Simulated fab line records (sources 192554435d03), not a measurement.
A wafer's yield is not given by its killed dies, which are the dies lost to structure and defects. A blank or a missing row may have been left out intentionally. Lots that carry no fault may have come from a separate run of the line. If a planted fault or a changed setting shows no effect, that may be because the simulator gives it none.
Which tool is to blame? :: flow n5 finfet :: Sampling: 11 lots, 33 wafers, 4 of 1938 route steps

== WHAT THE GAUGES SHOWED, per wafer ==
N5_BEOL_M0_CUTY_INSPECT_59: inspects for defects (macro).
lot: L075
measured: day 6 03:26
on: defect inspect-02
raw defect count: 2 1 2

lot: L077
measured: day 6 10:20
on: defect inspect-01
raw defect count: 0 0 2

lot: L079
measured: day 7 01:29
on: defect inspect-01
raw defect count: 1 1 1

lot: L081
measured: day 7 09:37
on: defect inspect-02
raw defect count: 2 1 4

lot: L083
measured: day 8 04:24
on: defect inspect-01
raw defect count: 4 2 0

lot: L086
measured: day 8 18:41
on: defect inspect-01
raw defect count: 2 1 2

lot: L089
measured: day 9 11:07
on: defect inspect-02
raw defect count: 1 4 0

lot: L091
measured: day 9 23:41
on: defect inspect-02
raw defect count: 1 2 1

lot: L093
measured: day 10 08:21
on: defect inspect-01
raw defect count: 1 0 2

lot: L095
measured: day 10 21:13
on: defect inspect-01
raw defect count: 0 3 6

lot: L097
measured: day 11 15:51
on: defect inspect-01
raw defect count: 3 1 3

== TOOL THAT RAN EACH LOT (tool first, then ch and the chambers of the sampled wafers, then the start) ==
lot: L075
N5_BEOL_M0_SAQP_HM_OPEN_112: rie diel-03 ch 1,2,3, day 5 21:58
N5_BEOL_M0_SAQP_SPACER1_ETCHBACK_99: rie diel-03 ch 2,3, day 5 23:22
N5_BEOL_M0_SAQP_SPACER2_ALD_26: ald sin-01 ch 0,1,2, day 6 00:34

lot: L077
N5_BEOL_M0_SAQP_HM_OPEN_112: rie diel-06 ch 0,3, day 6 04:27
N5_BEOL_M0_SAQP_SPACER1_ETCHBACK_99: rie diel-03 ch 2,3, day 6 06:34
N5_BEOL_M0_SAQP_SPACER2_ALD_26: ald sin-01 ch 0,3, day 6 07:46

lot: L079
N5_BEOL_M0_SAQP_HM_OPEN_112: rie diel-06 ch 0,2, day 6 20:16
N5_BEOL_M0_SAQP_SPACER1_ETCHBACK_99: rie diel-06 ch 0,2,3, day 6 21:26
N5_BEOL_M0_SAQP_SPACER2_ALD_26: ald sin-03 ch 0,2,3, day 6 22:39

lot: L081
N5_BEOL_M0_SAQP_HM_OPEN_112: rie diel-03 ch 0,1,2, day 7 04:24
N5_BEOL_M0_SAQP_SPACER1_ETCHBACK_99: rie diel-03 ch 0,2,3, day 7 05:45
N5_BEOL_M0_SAQP_SPACER2_ALD_26: ald sin-03 ch 0,1,2, day 7 06:58

lot: L083
N5_BEOL_M0_SAQP_HM_OPEN_112: rie diel-03 ch 1,2,3, day 7 23:11
N5_BEOL_M0_SAQP_SPACER1_ETCHBACK_99: rie diel-01 ch 0,2,3, day 8 00:28
N5_BEOL_M0_SAQP_SPACER2_ALD_26: ald sin-03 ch 1,2,3, day 8 01:40

lot: L086
N5_BEOL_M0_SAQP_HM_OPEN_112: rie diel-01 ch 0,1,2, day 8 12:47
N5_BEOL_M0_SAQP_SPACER1_ETCHBACK_99: rie diel-06 ch 1,2, day 8 13:59
N5_BEOL_M0_SAQP_SPACER2_ALD_26: ald sin-01 ch 2,3, day 8 15:55

lot: L089
N5_BEOL_M0_SAQP_HM_OPEN_112: rie diel-01 ch 0,1,2, day 9 05:29
N5_BEOL_M0_SAQP_SPACER1_ETCHBACK_99: rie diel-06 ch 0,1,3, day 9 07:04
N5_BEOL_M0_SAQP_SPACER2_ALD_26: ald sin-02 ch 1,2,3, day 9 08:22

lot: L091
N5_BEOL_M0_SAQP_HM_OPEN_112: rie diel-03 ch 1,2,3, day 9 16:13
N5_BEOL_M0_SAQP_SPACER1_ETCHBACK_99: rie diel-03 ch 1,2,3, day 9 18:48
N5_BEOL_M0_SAQP_SPACER2_ALD_26: ald sin-01 ch 0,1,2, day 9 20:56

lot: L093
N5_BEOL_M0_SAQP_HM_OPEN_112: rie diel-03 ch 0,1,3, day 10 03:06
N5_BEOL_M0_SAQP_SPACER1_ETCHBACK_99: rie diel-03 ch 0,1, day 10 04:26
N5_BEOL_M0_SAQP_SPACER2_ALD_26: ald sin-03 ch 0,2,3, day 10 05:55

lot: L095
N5_BEOL_M0_SAQP_HM_OPEN_112: rie diel-01 ch 0,2,3, day 10 16:02
N5_BEOL_M0_SAQP_SPACER1_ETCHBACK_99: rie diel-01 ch 0,2,3, day 10 17:13
N5_BEOL_M0_SAQP_SPACER2_ALD_26: ald sin-02 ch 0,1,3, day 10 18:23

lot: L097
N5_BEOL_M0_SAQP_HM_OPEN_112: rie diel-01 ch 0,1,2, day 11 10:29
N5_BEOL_M0_SAQP_SPACER1_ETCHBACK_99: rie diel-03 ch 0,1,3, day 11 11:47
N5_BEOL_M0_SAQP_SPACER2_ALD_26: ald sin-02 ch 0,1, day 11 13:19
- N5_BEOL_M0_SAQP_HM_OPEN_112: chemistry CHF3/O2, target SiO2, stops on a-Si, target depth 12 nm, time 13.5 s.
- N5_BEOL_M0_SAQP_SPACER1_ETCHBACK_99: etches SiO2 in CHF3/O2, target depth 15.4 nm, time 7.7 s.
- N5_BEOL_M0_SAQP_SPACER2_ALD_26: deposits SiO2, target thk 15 nm, pulse time 1 s, purge time 2 s.

== THE ANSWER, worked out from the rows above alone ==
Rule: the usual values come from the lots themselves. The widest of any qualifying gaps counts: lots, ordered by their means at a reading, are off when they make up no more than a third of the lots, leave a main group of 4 or more, and stand apart from it by 3 or more times the standard deviation of that group's means. If all means in a main group match to the digits the tables above print for the reading, that group is not used. A lot without any number at a reading at which 4 lots or more have one is off too. Any other lot the step has rows for is counted as sound.
No lot is off at any reading shown: from this, nothing can be told.

== WHAT HAD BEEN PUT IN BY THE SIMULATOR ==
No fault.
